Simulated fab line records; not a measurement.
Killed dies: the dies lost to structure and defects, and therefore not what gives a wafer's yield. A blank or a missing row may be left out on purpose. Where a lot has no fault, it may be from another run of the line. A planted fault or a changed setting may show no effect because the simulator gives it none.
fab line records | flow nand_harc
[record] lots = 11 | wafers = 33 | last_day = 24
route steps=1159 shown A_CONTACT@861 END@1159
lots untouched by any fault: they come from a run of this same line in which no faults occurred
start_h: start of the lot's first displayed wafer, in hours after the record's first day | wait_h: how many hours have passed since the lot's step before this one | " repeats the value in the row above | L1.1+2: one row covering several wafers at once | - no value present, or no start provided | * or withheld: withheld | < > ~ a bound
route shown NAME@n: names a module that has steps shown in the file, with the first one's number in the route | usual: mean/standard deviation taken from wafers without a fault | same: alike in all rows | chamber/n: place in a boat | sites: the reading at each site | _std_site: standard deviation of those values | _edge_site: the outer-site mean with the inner-site mean subtracted | radius_mm: how far each site lies from the wafer's centre | mask NAME#n: copy n | behind: the last tool/chamber to shape the wafer | hold: the reason the lot was held/the length of the hold in hours/how it ended | device: which transistor (n, p or np) failed to switch | end of line: tests of these same wafers at the route's end | a step without rows: its recipe alone | killed: not the wafer's yield, but the dies lost to structure and defects at the first sort | map: shows each die of a wafer: x if killed, . if not, _ if none is there
set.NAME: the setting as run; set.NAME@STEP: as run at that earlier step | model.NAME: the simulator's own value behind a step, which no gauge read
a sample of lots followed through the steps of the route, with each step as a table and each wafer as a row
services: from which hour (start_h, from the record's first day; less than 0 if before it) a tool's chamber was out of use, for how many hours, and why
[[steps]]
[step NHARC_A_CONTACT_ETCH_51]
[recipe] target_depth_a = 36000 | over_etch_frac = 0.3 | time_s = 936 | ion_energy_ev = 150 | o2_flow_sccm = 400 | cos_flow_sccm = 20 | ar_flow_sccm = 0 | rf_w = 500 | bias_w = 300 | chemistry = O2/COS
[usual] drypump_motor_current_A = 5.6/0.4 | oes_product_au = 0.997/0.014 | rf_fwd_power_W = 499.5/1.5 | rf_vpp_V = 313.5/1.9 | showerhead_plenum_p_Torr = 3.08/0.12 | throttle_valve_pct = 28.331/0.0092
[same] over_etch_frac = 0.3 | time_s = 936
lot.wafer | tool        | chamber | start_h | wait_h | drypump_motor_current_A | oes_product_au | rf_fwd_power_W | rf_hours_counter_h | rf_vpp_V | showerhead_plenum_p_Torr | throttle_valve_pct
L845.1    | rie_diel-04 | 1       | -       | -      | 6.0                     | 1.008          | 500.9          | 29                 | 313.6    | 3.15                     | 28.328
L845.4    | "           | 2       | "       | "      | 5.4                     | 0.996          | 497.7          | 28                 | 314.1    | 3.05                     | 28.327
L845.3    | "           | 0       | "       | "      | 5.0                     | 0.997          | 497.4          | 29                 | 317.3    | 3.26                     | 28.328
L846.4    | rie_diel-04 | 0       | -       | -      | 5.0                     | 1.000          | 500.3          | 31                 | 317.2    | 3.26                     | 28.343
L846.2    | "           | 1       | "       | "      | 6.0                     | 1.024          | 499.1          | 32                 | 315.0    | 3.15                     | 28.341
L846.5    | "           | 1       | "       | "      | 5.9                     | 1.007          | 498.4          | -                  | 315.0    | 3.15                     | 28.333
L847.1    | rie_diel-03 | 1       | -       | -      | 5.4                     | 0.982          | 499.8          | 26                 | 313.9    | 3.19                     | 28.331
L847.6    | "           | 1       | "       | "      | 5.4                     | 0.992          | 497.2          | -                  | 316.9    | 3.19                     | 28.319
L847.5    | "           | 2       | "       | "      | 6.2                     | 0.997          | 498.7          | -                  | 310.5    | 2.91                     | 28.337
L848.3    | rie_diel-04 | 3       | -       | -      | 5.6                     | 0.978          | 499.3          | 38                 | 314.0    | 3.13                     | 28.336
L848.4    | "           | 1       | "       | "      | 6.0                     | 1.013          | 500.2          | 41                 | 313.4    | 3.14                     | 28.330
L848.6    | "           | 3       | "       | "      | 5.6                     | 0.981          | 499.0          | -                  | 314.1    | 3.13                     | 28.345
L855.3    | rie_diel-01 | 1       | -       | -      | 5.4                     | 0.999          | 500.8          | 44                 | 317.4    | 3.32                     | 28.328
L855.6    | "           | 2       | "       | "      | 6.1                     | 1.001          | 500.9          | -                  | 315.7    | 3.15                     | 28.347
L855.5    | "           | 3       | "       | "      | 5.0                     | 0.997          | 502.4          | -                  | 311.1    | 2.93                     | 28.331
L856.3    | rie_diel-04 | 2       | -       | -      | 5.4                     | 1.011          | 500.4          | 55                 | 313.5    | 3.04                     | 28.327
L856.1    | "           | 1       | "       | "      | 6.0                     | 1.012          | 501.1          | 56                 | 314.5    | 3.13                     | 28.314
L856.6    | "           | 3       | "       | "      | 5.6                     | 0.982          | 500.4          | -                  | 315.1    | 3.13                     | 28.318
L857.3    | rie_diel-03 | 3       | -       | -      | 5.7                     | 0.965          | 499.6          | 9                  | 311.0    | 2.96                     | 28.342
L857.6    | "           | 0       | "       | "      | 5.1                     | 1.001          | 501.3          | -                  | 313.4    | 3.04                     | 28.340
L857.5    | "           | 1       | "       | "      | 5.4                     | 0.987          | 499.5          | -                  | 314.5    | 3.19                     | 28.351
L863.1    | rie_diel-01 | 3       | -       | -      | 5.0                     | 1.001          | 497.9          | 57                 | 312.8    | 2.92                     | 28.344
L863.2    | "           | 2       | "       | "      | 6.1                     | 1.021          | 502.0          | 54                 | 314.3    | 3.15                     | 28.337
L863.6    | "           | 3       | "       | "      | 5.0                     | 1.006          | 498.4          | -                  | 310.6    | 2.92                     | 28.328
L862.3    | rie_diel-04 | 3       | -       | -      | 5.6                     | 0.971          | 500.2          | 5                  | 313.6    | 3.12                     | 28.322
L862.2    | "           | 0       | "       | "      | 5.0                     | 1.001          | 499.3          | 4                  | 316.3    | 3.24                     | 28.325
L862.5    | "           | 3       | "       | "      | 5.6                     | 0.976          | 498.6          | -                  | 314.5    | 3.12                     | 28.331
L865.2    | rie_diel-04 | 1       | -       | -      | 6.0                     | 0.990          | 500.9          | 13                 | 313.9    | 3.12                     | 28.342
L865.3    | "           | 2       | "       | "      | 5.4                     | 0.989          | 501.1          | 13                 | 312.3    | 3.03                     | 28.323
L865.6    | "           | 1       | "       | "      | 6.0                     | 1.003          | 500.8          | -                  | 313.9    | 3.12                     | 28.326
L867.3    | rie_diel-03 | 1       | -       | -      | 5.4                     | 0.998          | 500.5          | 23                 | 314.6    | 3.18                     | 28.322
L867.4    | "           | 3       | "       | "      | 5.8                     | 0.982          | 497.1          | 22                 | 312.1    | 2.95                     | 28.330
L867.5    | "           | 1       | "       | "      | 5.4                     | 0.986          | 497.4          | -                  | 314.3    | 3.18                     | 28.332
[step NHARC_A_CONTACT_ETCH_118]
[recipe] source_w = withheld | pressure_mtorr = 20 | bias_v = 3000 | time_s = 94 | target_depth_a = 9220 | ar_flow_sccm = withheld | c4f8_flow_sccm = withheld | o2_flow_sccm = withheld | chemistry = C4F8/O2/Ar
[same] time_s = 94
lot.wafer | tool            | chamber | start_h | wait_h | rf_hours_counter_h
L845.1    | har_cap_etch-02 | 1       | 364.68  | 0.1    | 9
L845.4    | "               | 0       | "       | "      | -
L845.3    | "               | 1       | "       | "      | -
L846.2    | har_cap_etch-02 | 0       | 371.61  | 0.1    | 10
L846.4    | "               | 1       | "       | "      | -
L846.5    | "               | 1       | "       | "      | -
L847.1    | har_cap_etch-03 | 1       | 378.01  | 0.1    | 84
L847.5    | "               | 0       | "       | "      | -
L847.6    | "               | 1       | "       | "      | -
L848.3    | har_cap_etch-02 | 0       | 396.40  | 0.1    | -
L848.4    | "               | 1       | "       | "      | -
L848.6    | "               | 1       | "       | "      | -
L855.3    | har_cap_etch-01 | 0       | 439.59  | 0.1    | -
L855.6    | "               | 1       | "       | "      | -
L855.5    | "               | 0       | "       | "      | -
L856.1    | har_cap_etch-02 | 1       | 440.03  | 0.1    | 22
L856.3    | "               | 1       | "       | "      | -
L856.6    | "               | 1       | "       | "      | -
L857.3    | har_cap_etch-03 | 1       | 443.42  | 0.1    | -
L857.6    | "               | 1       | "       | "      | -
L857.5    | "               | 0       | "       | "      | -
L863.2    | har_cap_etch-03 | 1       | 480.94  | 0.1    | 100
L863.1    | "               | 0       | "       | "      | 100
L863.6    | "               | 1       | "       | "      | -
L862.2    | har_cap_etch-02 | 1       | 482.24  | 0.1    | 29
L862.3    | "               | 0       | "       | "      | -
L862.5    | "               | 0       | "       | "      | -
L865.2    | har_cap_etch-03 | 0       | 499.18  | 0.1    | 105
L865.3    | "               | 1       | "       | "      | -
L865.6    | "               | 0       | "       | "      | -
L867.3    | har_cap_etch-01 | 0       | 509.48  | 0.1    | -
L867.4    | "               | 1       | "       | "      | -
L867.5    | "               | 0       | "       | "      | -
[step NHARC_A_CONTACT_ETCH_96]
[recipe] target_depth_a = 200 | over_etch_frac = 0.5 | time_s = 10 | ion_energy_ev = 250 | c4f6_flow_sccm = 25 | o2_flow_sccm = 20 | ar_flow_sccm = 500 | rf_w = 600 | bias_w = 500 | chemistry = C4F6/O2
[usual] drypump_motor_current_A = 5.6/0.4 | oes_product_au = 0.960/0.029 | rf_fwd_power_W = 585.1/1.8 | rf_vpp_V = 545.3/3 | showerhead_plenum_p_Torr = 3.85/0.14 | throttle_valve_pct = 26.904/0.0092
[same] over_etch_frac = 0.5 | time_s = 10
lot.wafer | tool        | chamber | start_h | wait_h | drypump_motor_current_A | oes_product_au | rf_fwd_power_W | rf_hours_counter_h | rf_vpp_V | showerhead_plenum_p_Torr | throttle_valve_pct
L845.3    | rie_diel-03 | 1       | 365.89  | 0.1    | 5.4                     | 0.984          | 584.7          | 24                 | 548.9    | 4.01                     | 26.905
L845.1    | "           | 3       | "       | "      | 5.8                     | 0.979          | 584.0          | 29                 | 541.8    | 3.74                     | 26.904
L845.4    | "           | 1       | "       | "      | 5.4                     | 0.987          | 586.9          | -                  | 549.4    | 4.01                     | 26.899
L846.4    | rie_diel-03 | 1       | 372.82  | -      | 5.4                     | 0.955          | 582.9          | 25                 | 547.9    | 4.01                     | 26.895
L846.2    | "           | 3       | "       | "      | 5.8                     | 0.932          | 584.5          | 30                 | 541.9    | 3.73                     | 26.906
L846.5    | "           | 1       | "       | "      | 5.4                     | 0.947          | 585.9          | -                  | 546.9    | 4.01                     | 26.903
L847.1    | rie_diel-03 | 2       | 379.61  | -      | 6.2                     | 0.983          | 583.6          | 28                 | 541.9    | 3.67                     | 26.924
L847.5    | "           | 1       | "       | "      | 5.4                     | 0.955          | 583.4          | -                  | 549.9    | 4.01                     | 26.901
L847.6    | "           | 2       | "       | "      | 6.2                     | 0.975          | 585.4          | -                  | 541.9    | 3.67                     | 26.891
L848.3    | rie_diel-04 | 3       | 397.59  | -      | 5.6                     | 0.948          | 587.1          | 39                 | 545.5    | 3.94                     | 26.911
L848.4    | "           | 0       | "       | "      | 5.0                     | 0.971          | 585.5          | 40                 | 549.4    | 4.09                     | 26.902
L848.6    | "           | 2       | "       | "      | 5.4                     | 0.956          | 582.8          | -                  | 545.7    | 3.83                     | 26.914
L855.3    | rie_diel-03 | 3       | 440.77  | -      | 5.8                     | 0.736          | 584.1          | 8                  | 543.4    | 3.73                     | 26.904
L855.6    | "           | 2       | "       | "      | 6.2                     | 0.771          | 584.9          | -                  | 542.4    | 3.66                     | 26.909
L855.5    | "           | 3       | "       | "      | 5.8                     | 0.732          | 583.5          | -                  | 543.3    | 3.73                     | 26.897
L856.3    | rie_diel-03 | 2       | 441.21  | -      | 6.2                     | 0.758          | 586.6          | 8                  | 542.4    | 3.66                     | 26.897
L856.1    | "           | 0       | "       | "      | 5.2                     | 0.751          | 587.9          | 8                  | 544.4    | 3.83                     | 26.900
L856.6    | "           | 1       | "       | "      | 5.4                     | 0.748          | 585.6          | -                  | 549.6    | 4.00                     | 26.907
L857.3    | rie_diel-03 | 1       | 444.59  | -      | 5.4                     | 0.713          | 586.2          | 9                  | 548.6    | 4.00                     | 26.898
L857.5    | "           | 2       | "       | "      | 6.2                     | 0.738          | 586.6          | -                  | 541.9    | 3.66                     | 26.915
L857.6    | "           | 3       | "       | "      | 5.8                     | 0.697          | 584.2          | -                  | 541.9    | 3.73                     | 26.913
L863.1    | rie_diel-04 | 3       | 482.14  | -      | 5.6                     | 0.979          | 585.9          | 5                  | 548.1    | 3.92                     | 26.903
L863.2    | "           | 0       | "       | "      | 5.0                     | 1.012          | 591.0          | 5                  | 550.4    | 4.07                     | 26.913
L863.6    | "           | 2       | "       | "      | 5.4                     | 0.995          | 587.6          | -                  | 543.3    | 3.82                     | 26.911
L862.2    | rie_diel-04 | 2       | 483.41  | -      | 5.4                     | 0.943          | 585.7          | 5                  | 543.3    | 3.82                     | 26.905
L862.3    | "           | 3       | "       | "      | 5.6                     | 0.917          | 580.5          | 5                  | 546.7    | 3.92                     | 26.903
L862.5    | "           | 3       | "       | "      | 5.6                     | 0.916          | 585.2          | -                  | 546.0    | 3.92                     | 26.903
L865.2    | rie_diel-04 | 2       | 500.45  | -      | 5.4                     | 0.931          | 587.9          | 13                 | 544.8    | 3.81                     | 26.890
L865.3    | "           | 3       | "       | "      | 5.6                     | 0.921          | 583.1          | 13                 | 545.9    | 3.92                     | 26.887
L865.6    | "           | 1       | "       | "      | 6.0                     | 0.935          | 587.3          | -                  | 547.9    | 3.92                     | 26.897
L867.4    | rie_diel-01 | 1       | 510.65  | -      | 5.3                     | 1.004          | 582.7          | 2                  | 550.0    | 4.15                     | 26.907
L867.3    | "           | 2       | "       | "      | 6.1                     | 1.008          | 586.9          | 3                  | 546.5    | 3.95                     | 26.905
L867.5    | "           | 3       | "       | "      | 5.0                     | 0.981          | 585.3          | -                  | 541.7    | 3.68                     | 26.890
[step NHARC_A_CONTACT_STRIP_55]
[recipe] o2_flow_sccm = 500 | ar_flow_sccm = 0 | bias_w = 0 | chemistry = O2
[usual] drypump_motor_current_A = 5.6/0.4 | oes_product_au = 0.995/0.016 | rf_vpp_V = 57.6/0.89 | showerhead_plenum_p_Torr = 3.48/0.14 | throttle_valve_pct = 17.035/0.0091
lot.wafer | tool        | chamber | start_h | wait_h | drypump_motor_current_A | oes_product_au | rf_hours_counter_h | rf_vpp_V | showerhead_plenum_p_Torr | throttle_valve_pct
L845.1    | rie_diel-03 | 3       | -       | -      | 5.8                     | 0.962          | 29                 | 57.6     | 3.35                     | 17.026
L845.3    | "           | 0       | "       | "      | 5.1                     | 1.004          | 27                 | 56.6     | 3.45                     | 17.044
L845.4    | "           | 3       | "       | "      | 5.8                     | 0.985          | -                  | 58.0     | 3.35                     | 17.031
L846.4    | rie_diel-04 | 3       | -       | -      | 5.6                     | 0.986          | 31                 | 57.8     | 3.55                     | 17.034
L846.2    | "           | 1       | "       | "      | 6.0                     | 1.023          | 33                 | 57.4     | 3.55                     | 17.038
L846.5    | "           | 2       | "       | "      | 5.4                     | 0.994          | -                  | 56.7     | 3.45                     | 17.039
L847.1    | rie_diel-01 | 1       | -       | -      | 5.4                     | 1.012          | 22                 | 59.2     | 3.76                     | 17.034
L847.6    | "           | 0       | "       | "      | 5.8                     | 0.977          | -                  | 56.5     | 3.60                     | 17.021
L847.5    | "           | 1       | "       | "      | 5.3                     | 1.006          | -                  | 59.5     | 3.76                     | 17.032
L848.3    | rie_diel-01 | 2       | -       | -      | 6.1                     | 1.006          | 24                 | 56.7     | 3.57                     | 17.030
L848.6    | "           | 3       | "       | "      | 5.0                     | 0.991          | -                  | 58.1     | 3.32                     | 17.045
L848.4    | "           | 1       | "       | "      | 5.4                     | 1.002          | -                  | 58.2     | 3.76                     | 17.053
L855.3    | rie_diel-03 | 3       | -       | -      | 5.7                     | 0.963          | 8                  | 58.0     | 3.35                     | 17.036
L855.5    | "           | 0       | "       | "      | 5.1                     | 0.988          | -                  | 58.1     | 3.44                     | 17.033
L855.6    | "           | 1       | "       | "      | 5.4                     | 0.991          | -                  | 58.0     | 3.60                     | 17.042
L856.3    | rie_diel-01 | 2       | -       | -      | 6.1                     | 1.013          | 40                 | 58.1     | 3.56                     | 17.031
L856.1    | "           | 3       | "       | "      | 5.0                     | 0.997          | 42                 | 57.1     | 3.31                     | 17.031
L856.6    | "           | 3       | "       | "      | 5.0                     | 0.991          | -                  | 56.7     | 3.31                     | 17.042
L857.3    | rie_diel-03 | 3       | -       | -      | 5.8                     | 0.962          | 10                 | 56.9     | 3.35                     | 17.029
L857.5    | "           | 3       | "       | "      | 5.8                     | 0.959          | -                  | 56.8     | 3.35                     | 17.051
L857.6    | "           | 0       | "       | "      | 5.1                     | 1.004          | -                  | 59.0     | 3.44                     | 17.038
L863.1    | rie_diel-04 | 1       | -       | -      | 6.0                     | 0.995          | 4                  | 57.9     | 3.53                     | 17.031
L863.2    | "           | 3       | "       | "      | 5.6                     | 0.987          | 5                  | 59.3     | 3.52                     | 17.036
L863.6    | "           | 0       | "       | "      | 5.0                     | 1.011          | -                  | 57.5     | 3.66                     | 17.039
L862.3    | rie_diel-04 | 2       | -       | -      | 5.4                     | 1.006          | 5                  | 57.2     | 3.43                     | 17.025
L862.2    | "           | 0       | "       | "      | 5.0                     | 1.008          | 5                  | 57.4     | 3.66                     | 17.043
L862.5    | "           | 1       | "       | "      | 6.0                     | 0.995          | -                  | 57.5     | 3.53                     | 17.026
L865.3    | rie_diel-04 | 1       | -       | -      | 6.0                     | 0.996          | 14                 | 59.1     | 3.53                     | 17.033
L865.2    | "           | 3       | "       | "      | 5.6                     | 0.978          | 13                 | 57.1     | 3.52                     | 17.029
L865.6    | "           | 1       | "       | "      | 6.0                     | 0.992          | -                  | 58.0     | 3.53                     | 17.027
L867.3    | rie_diel-01 | 0       | -       | -      | 5.8                     | 0.964          | 2                  | 57.1     | 3.58                     | 17.027
L867.4    | "           | 1       | "       | "      | 5.3                     | 0.993          | 2                  | 58.6     | 3.74                     | 17.031
L867.5    | "           | 2       | "       | "      | 6.1                     | 1.015          | -                  | 58.8     | 3.55                     | 17.039
[step NHARC_END_SORT_01]
[recipe] temp_c = 25
[usual] killed_at_array = 31/11 | killed_at_other = 0.5/0.78 | killed_at_periphery = 3.0/2 | killed_dies = 34/12 | killed_open = 3.2/2 | killed_short = 1.9/1.6
[same] gross_dies = 677
lot.wafer | tool      | chamber | start_h | wait_h | killed_at_array | killed_at_other | killed_at_periphery | killed_dies | killed_open | killed_short
L846.2    | prober-02 | 0       | 461.97  | 2.8    | 35              | 0               | 2                   | 37          | 2           | 1
L846.4    | prober-02 | 0       | 463.53  | 3.3    | 30              | 0               | 6                   | 36          | 0           | 2
L846.5    | prober-02 | 0       | 464.31  | 3.6    | 41              | 1               | 3                   | 45          | 4           | 4
L856.1    | prober-01 | 0       | 510.01  | 2.5    | 673             | 0               | 4                   | 677         | 3           | 3
L856.3    | prober-01 | 0       | 511.60  | 3.1    | 673             | 1               | 3                   | 677         | 3           | 7
L856.6    | prober-01 | 0       | 513.98  | 4.0    | 672             | 1               | 4                   | 677         | 3           | 0
L855.3    | prober-02 | 0       | 511.67  | 3.1    | 675             | 0               | 2                   | 677         | 3           | 0
L855.5    | prober-02 | 0       | 513.27  | 3.7    | 674             | 0               | 3                   | 677         | 4           | 6
L855.6    | prober-02 | 0       | 514.07  | 4.0    | 676             | 0               | 1                   | 677         | 3           | 0
L857.3    | prober-01 | 0       | 519.40  | 3.1    | 673             | 0               | 4                   | 677         | 2           | 3
L857.5    | prober-01 | 0       | 521.01  | 3.7    | 675             | 1               | 1                   | 677         | 1           | 4
L857.6    | prober-01 | 0       | 521.82  | 4.0    | 673             | 1               | 3                   | 677         | 1           | 3
L863.1    | prober-01 | 0       | 556.49  | 2.5    | 15              | 0               | 2                   | 17          | 1           | 5
L863.2    | prober-01 | 0       | 557.29  | 2.8    | 21              | 0               | 1                   | 22          | 4           | 1
L863.6    | prober-01 | 0       | 560.45  | 4.0    | 17              | 0               | 2                   | 19          | 3           | 2
// killed by level:class
L846.2 A_CHANNEL_HOLE_D1:chamber_film_flake=17 A_SLIT:chamber_film_flake=10 A_CONTACT:chamber_film_flake=4 P_BONDPAD:chamber_film_flake=2 A_WL_FILL:geometric_particle:short=1 A_CONTACT:geometric_particle:open=1 A_BLC:geometric_particle:open=1 A_STAIRCASE:chamber_film_flake=1
L846.4 A_CHANNEL_HOLE_D1:chamber_film_flake=18 A_SLIT:chamber_film_flake=6 P_BONDPAD:chamber_film_flake=5 A_CONTACT:geometric_particle:short=2 A_CONTACT:chamber_film_flake=2 P_STI:chamber_film_flake=1 A_STAIRCASE:chamber_film_flake=1 A_WL_FILL:chamber_film_flake=1
L846.5 A_CHANNEL_HOLE_D1:chamber_film_flake=12 A_SLIT:chamber_film_flake=11 A_STAIRCASE:chamber_film_flake=7 A_CONTACT:chamber_film_flake=4 A_WL_FILL:geometric_particle:short=2 P_CONTACT:geometric_particle:open=1 P_M0:geometric_particle:open=1 A_ONON_D1:geometric_particle:short=1
L856.1 A_CONTACT:area_etch=660 A_CHANNEL_HOLE_D1:chamber_film_flake=4 A_CHANNEL_FILL_D1:geometric_particle:short=2 P_M1:chamber_film_flake=2 A_STAIRCASE:chamber_film_flake=2 A_CONTACT:chamber_film_flake=2 P_M1:geometric_particle:open=1 A_ONON_D1:geometric_particle:short=1
L856.3 A_CONTACT:area_etch=653 A_CONTACT:chamber_film_flake=6 P_M1:chamber_film_flake=3 A_SOURCE_PLATE:geometric_particle:short=2 A_CONTACT:geometric_particle:open=2 A_CONTACT:geometric_particle:short=2 A_STAIRCASE:chamber_film_flake=2 A_CHANNEL_HOLE_D1:geometric_particle:short=1
L855.3 A_CONTACT:area_etch=634 A_CHANNEL_HOLE_D1:chamber_film_flake=16 A_SLIT:chamber_film_flake=15 A_STAIRCASE:chamber_film_flake=5 A_CONTACT:chamber_film_flake=2 P_M0:geometric_particle:open=1 A_BLC:geometric_particle:open=1 A_M0:geometric_particle:open=1
L855.5 A_CONTACT:area_etch=627 A_SLIT:chamber_film_flake=13 A_CHANNEL_HOLE_D1:chamber_film_flake=11 A_STAIRCASE:chamber_film_flake=11 P_M0:geometric_particle:open=2 A_CHANNEL_FILL_D1:geometric_particle:open=2 A_M0:geometric_particle:short=2 A_ZERO_WELL:chamber_film_flake=2
L856.6 A_CONTACT:area_etch=655 A_CONTACT:chamber_film_flake=8 A_CHANNEL_HOLE_D1:chamber_film_flake=5 P_GATE:geometric_particle:open=2 P_M1:chamber_film_flake=2 A_ZERO_WELL:chamber_film_flake=2 A_CONTACT:geometric_particle:open=1 HYBRID_BOND:chamber_film_flake=1
L855.6 A_CONTACT:area_etch=628 A_CHANNEL_HOLE_D1:chamber_film_flake=16 A_SLIT:chamber_film_flake=14 A_STAIRCASE:chamber_film_flake=12 A_CONTACT:chamber_film_flake=3 P_CONTACT:geometric_particle:open=1 A_CHANNEL_FILL_D1:geometric_particle:open=1 A_CONTACT:geometric_particle:open=1
L857.3 A_CONTACT:area_etch=645 A_SLIT:chamber_film_flake=11 A_CHANNEL_HOLE_D1:chamber_film_flake=8 P_STI:chamber_film_flake=3 A_ONON_D1:geometric_particle:short=2 A_CONTACT:chamber_film_flake=2 A_CONTACT:geometric_particle:short=1 A_BLC:geometric_particle:open=1
L857.5 A_CONTACT:area_etch=645 A_SLIT:chamber_film_flake=17 A_CHANNEL_HOLE_D1:chamber_film_flake=4 A_STAIRCASE:chamber_film_flake=3 A_CHANNEL_HOLE_D1:geometric_particle:short=1 A_CHANNEL_FILL_D1:geometric_particle:short=1 A_SGD_CUT:geometric_particle:short=1 A_WL_FILL:geometric_particle:short=1
L857.6 A_CONTACT:area_etch=649 A_SLIT:chamber_film_flake=11 A_CHANNEL_HOLE_D1:chamber_film_flake=6 A_WL_FILL:chamber_film_flake=2 A_CONTACT:chamber_film_flake=2 P_M2:geometric_particle:short=1 A_CHANNEL_FILL_D1:geometric_particle:short=1 A_WL_FILL:geometric_particle:short=1
L863.1 A_CHANNEL_HOLE_D1:chamber_film_flake=6 A_WL_FILL:geometric_particle:short=2 A_CONTACT:chamber_film_flake=2 P_CONTACT:geometric_particle:short=1 A_CHANNEL_HOLE_D1:geometric_particle:short=1 A_CHANNEL_FILL_D1:geometric_particle:open=1 A_CHANNEL_FILL_D1:geometric_particle:short=1 P_ZERO_WELL:chamber_film_flake=1
L863.2 A_CHANNEL_HOLE_D1:chamber_film_flake=6 A_SGD_CUT:chamber_film_flake=4 A_CONTACT:chamber_film_flake=3 A_STAIRCASE:chamber_film_flake=2 P_CONTACT:geometric_particle:open=1 A_SOURCE_PLATE:geometric_particle:open=1 A_CHANNEL_FILL_D1:geometric_particle:short=1 A_M0:geometric_particle:open=1
L863.6 A_CHANNEL_HOLE_D1:chamber_film_flake=10 P_CONTACT:geometric_particle:open=1 A_CHANNEL_FILL_D1:geometric_particle:short=1 A_CHANNEL_FILL_D1:geometric_particle:open=1 A_CONTACT:geometric_particle:open=1 A_CONTACT:geometric_particle:short=1 P_ZERO_WELL:chamber_film_flake=1 A_STAIRCASE:chamber_film_flake=1
[[services]]
tool        | chamber | start_h | hours | kind
rie_diel-04 | 0       | 347.02  | -     | clean
rie_diel-04 | 1       | 347.02  | -     | clean
rie_diel-04 | 2       | 347.02  | -     | clean
rie_diel-04 | 3       | 347.02  | -     | clean
rie_diel-03 | -       | 360.97  | 0.3   | repair
rie_diel-04 | 0       | 371.56  | -     | clean
rie_diel-04 | 1       | 371.56  | -     | clean
rie_diel-04 | 2       | 371.56  | -     | clean
rie_diel-04 | 3       | 371.56  | -     | clean
rie_diel-01 | 0       | 390.21  | 8.2   | repair
rie_diel-03 | -       | 392.33  | 9.0   | pm
rie_diel-04 | 0       | 396.06  | -     | clean
rie_diel-04 | 1       | 396.06  | -     | clean
rie_diel-04 | 2       | 396.06  | -     | clean
rie_diel-04 | 3       | 396.06  | -     | clean
rie_diel-04 | 0       | 420.59  | -     | clean
rie_diel-04 | 1       | 420.59  | -     | clean
rie_diel-04 | 2       | 420.59  | -     | clean
rie_diel-04 | 3       | 420.59  | -     | clean
rie_diel-04 | 0       | 445.09  | -     | clean
rie_diel-04 | 1       | 445.09  | -     | clean
rie_diel-04 | -       | 465.97  | 9.0   | pm
rie_diel-03 | 3       | 487.55  | 4.3   | repair
rie_diel-01 | -       | 491.88  | 9.0   | pm
[[key]]
[first_sign] step = NHARC_A_CONTACT_ETCH_96 | reading = oes_product_au | direction = down | sigmas = 7.8 | usual = 0.960 | struck = 0.738
[effect] step = NHARC_END_SORT_01 | reading = killed_at_array | direction = up | sigmas = 58 | usual = 31 | struck = 674
[more_kills_born_at] NHARC_A_CONTACT_ETCH_96@rie_diel-03 = 5796
met_at NHARC_A_CONTACT_ETCH_96
struck_lots L855,L856,L857
later_rows_left_out L855.3,L855.5,L855.6,L856.1,L856.3,L856.6,L857.3,L857.5,L857.6
tester_left_out L855,L856,L857
not_acting_at NHARC_A_CONTACT_ETCH_51,NHARC_A_CONTACT_ETCH_118,NHARC_A_CONTACT_STRIP_55
onset_between 379.61 440.77
[fault] kind = process_parameter_drift | tool = rie_diel-03 | chamber = - | onset_h = 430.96 | steps = NHARC_A_CONTACT_ETCH_96 | channel = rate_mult | offset = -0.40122 | shape = step | end_h = 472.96
// tester_left_out: of these lots the tester's yield and bins aren't shown, on N5 and GAA mostly nor the transistor test; their killed dies are dies lost to structure and defects alone, not to doping, threshold or leakage, so they don't give the yield
// later_rows_left_out: the simulator's readings of these wafers behind a module that went badly wrong aren't trusted and aren't shown, but for the sort
